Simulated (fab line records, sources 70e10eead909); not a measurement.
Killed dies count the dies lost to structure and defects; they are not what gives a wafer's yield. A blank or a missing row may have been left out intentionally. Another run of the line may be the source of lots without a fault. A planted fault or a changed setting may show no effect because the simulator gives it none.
What tool caused it? | flow nand_harc | 6 lots, 18 wafers sampled, at 4 steps of a route of 1159

## WHAT EACH GAUGE READ, for each wafer
NHARC_A_CONTACT_CD_MEAS_69 targets a cd of 200 nm.
lot  | measured     | on        | cd_nm (nm)
L512 | day 17 01:49 | cd_sem-01 | 200.4 200.8 201.2
L514 | day 17 08:04 | cd_sem-02 | 200.9 199.9 200.4
L515 | day 18 15:13 | cd_sem-03 | 200.4 200.5 200.1
L523 | day 20 14:01 | cd_sem-03 | 190.5 190.7 191.0
L529 | day 21 03:16 | cd_sem-03 | 200.0 200.9 200.6
L531 | day 22 11:43 | cd_sem-01 | 200.5 200.9 200.1

## TOOL THAT RAN EACH LOT (tool first, then ch and the chambers of the sampled wafers, then the start)
lot  | NHARC_A_CONTACT_ETCH_116             | NHARC_A_CONTACT_ETCH_121             | NHARC_A_CONTACT_EXPOSE_66
L512 | har_cap_etch-01 ch 1, day 16 20:32   | har_cap_etch-01 ch 1, day 16 20:59   | arfi_scanner-01 ch 0, day 17 01:41
L514 | har_cap_etch-02 ch 0,1, day 17 03:01 | har_cap_etch-02 ch 0,1, day 17 03:29 | arfi_scanner-03 ch 0, day 17 07:55
L515 | har_cap_etch-02 ch 0,1, day 18 09:55 | har_cap_etch-02 ch 0,1, day 18 10:22 | arfi_scanner-02 ch 0, day 18 15:05
L523 | har_cap_etch-02 ch 0,1, day 20 09:10 | har_cap_etch-02 ch 0,1, day 20 09:38 | arfi_scanner-01 ch 0, day 20 13:53
L529 | har_cap_etch-01 ch 0,1, day 20 21:37 | har_cap_etch-01 ch 0,1, day 20 22:04 | arfi_scanner-03 ch 0, day 21 03:07
L531 | har_cap_etch-03 ch 0,1, day 22 04:19 | har_cap_etch-03 ch 0,1, day 22 04:46 | arfi_scanner-03 ch 0, day 22 11:34
- NHARC_A_CONTACT_ETCH_116: etches the open film in C4F8/O2/Ar, time 94 s, target depth 922 nm.
- NHARC_A_CONTACT_ETCH_121: etches the open film in C4F8/O2/Ar, time 94 s, target depth 922 nm.
- NHARC_A_CONTACT_EXPOSE_66: exposes mask A CC 2.

## THE ANSWER, worked out from the rows above alone
Rule: the lots themselves supply what counts as usual. The widest of any qualifying gaps counts: lots, ordered by their means at a reading, are off when they make up no more than a third of the lots, leave a main group of 4 or more, and stand apart from it by 3 or more times the standard deviation of that group's means. A main group is skipped when, at the precision printed for the reading in the tables above, its means are all equal. Also off: a lot with no number at a reading for which 4 or more lots have one. All remaining lots with rows at the step are treated as sound.
Off, at NHARC_A_CONTACT_CD_MEAS_69 on cd_nm: L523. Mean 200.5 nm and standard deviation 0.16 in the main group.
A tool fits if, at a process step before that reading, it ran every lot that is off, and no sound lot after the first of them. Those tools and the gauges at NHARC_A_CONTACT_CD_MEAS_69 are tried in the same way. Can't be told from this: 2 tools fit, har_cap_etch-02 at NHARC_A_CONTACT_ETCH_116 and NHARC_A_CONTACT_ETCH_121, arfi_scanner-01 at NHARC_A_CONTACT_EXPOSE_66.

## WHAT THE SIMULATOR HAD PUT IN
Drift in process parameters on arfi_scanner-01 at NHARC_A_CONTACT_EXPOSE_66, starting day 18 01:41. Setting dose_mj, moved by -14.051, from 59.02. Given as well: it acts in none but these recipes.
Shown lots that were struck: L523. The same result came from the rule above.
